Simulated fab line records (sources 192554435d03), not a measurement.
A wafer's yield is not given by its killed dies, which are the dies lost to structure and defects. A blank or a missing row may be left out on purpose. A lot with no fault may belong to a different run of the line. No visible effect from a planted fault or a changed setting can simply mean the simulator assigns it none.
Lot-split experiment ; flow n5Finfet ; on a route of 1938 steps: 7 lots, 21 wafers read

== ON THE SPLIT ==
At N5_BEOL_M2_ILD_DEP_00 (deposits SiOC from DEMS/O2, target thk 79 nm, time 15.3 s), the setting timeS was moved away from the recipe's 15.3 s on 4 of the 21 wafers read, by -11.8% to +7.1%. The other wafers ran this setting at the recipe's value.

No step appears in the file between the split and the reading.

== THE READING ==
M2_ILD_THK, in nm, at N5_BEOL_M2_THK_MEAS_01. Fault-free wafers of this fab line usually give 78.9 nm, standard deviation 0.83 nm.

wafer;tool, chamber at the split;timeS as run, s;against the recipe;M2_ILD_THK, nm;against lot-mates on the recipe
L075.1;pecvd-04, 2;15.3;recipe;78.6;-
L075.3;pecvd-04, 1;15.3;recipe;78.5;-
L075.4;pecvd-04, 1;13.58;-11.2%;70.8;-7.8
L077.1;pecvd-04, 2;15.3;recipe;79.2;-
L077.2;pecvd-04, 1;15.3;recipe;78.9;-
L077.6;pecvd-04, 2;15.3;recipe;79.7;-
L083.3;pecvd-04, 0;15.3;recipe;78.4;-
L083.4;pecvd-04, 1;15.3;recipe;79.0;-
L083.6;pecvd-04, 2;15.3;recipe;80.1;-
L090.1;pecvd-03, 0;13.5;-11.8%;68.3;-10.9
L090.4;pecvd-03, 0;13.5;-11.8%;69.9;-9.3
L090.5;pecvd-03, 0;15.3;recipe;79.2;-
L091.1;pecvd-01, 0;15.3;recipe;78.1;-
L091.4;pecvd-01, 2;15.3;recipe;79.3;-
L091.5;pecvd-01, 0;15.3;recipe;78.5;-
L094.3;pecvd-04, 0;15.3;recipe;78.0;-
L094.5;pecvd-04, 0;15.3;recipe;80.4;-
L094.6;pecvd-04, 1;15.3;recipe;79.4;-
L095.2;pecvd-03, 2;15.3;recipe;78.1;-
L095.4;pecvd-03, 2;15.3;recipe;79.1;-
L095.6;pecvd-03, 0;16.39;+7.1%;85.6;+7.0

FIT RESULTS
A straight line over all 21 wafers: M2_ILD_THK changes by +0.822 nm for each +1% of timeS; r = +0.98; the points scatter about the line by 0.75 nm.
The same after taking each lot's own level away (the mean of its wafers on the recipe; 21 wafers): +0.831 nm for each +1%; r = +0.98; scatter 0.76 nm.
The reading moves by 9.8 nm for the largest change in timeS, on that fit.
Measured against the standard deviation above, the lots' own levels, which go from 78.55 to 79.27 nm, span 0.9 times it.
Consequently the slope shifts little with the lot-to-lot level, the two slopes agreeing.
Check: with one of the wafers moved furthest among these (-11.8%) left out of the fit, the line predicts -9.14 nm for it against its lot-mates. Against them it came out at -10.9 nm.

== OTHER SPLITS APPLIED TO THESE WAFERS ==
Other splits were also applied to these wafers ahead of the reading. Each is held against what the fit with the lots' levels taken away leaves over:
other split on the same wafers;wafers away from the commonest value;r with M2_ILD_THK (lot level and that fit taken away)
N5_BEOL_M0_SAQP_HM_DEP_111 timeS;9;+0.10
N5_BEOL_M0_CUTY_ETCH_63 sourceW;7;+0.32
N5_BEOL_M0_TRENCH_ETCH_107 targetDepthA;5;+0.08
N5_BEOL_M1_ETCH_64 biasW;8;+0.09

== THE WHOLE CHAIN: every reading that the file lists as answering this split, in the file's order ==
step;what it does;reading;change (the file's fit);r (the file's)
N5_BEOL_M2_ILD_DEP_00;deposits SiOC from DEMS/O2, target thk 79 nm, time 15.3 s;SiOC_of_BEOL_M2_ILD_DEP_00.thkNm (the simulator's own value, which no gauge read);+0.813 nm for each +1% of the setting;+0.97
N5_BEOL_M2_THK_MEAS_01;;M2_ILD_THK;+0.815 for each +1% of the setting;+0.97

== FILE'S OWN FIT ==
M2_ILD_THK changes by +0.815 nm for each +1% of timeS, r = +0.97.
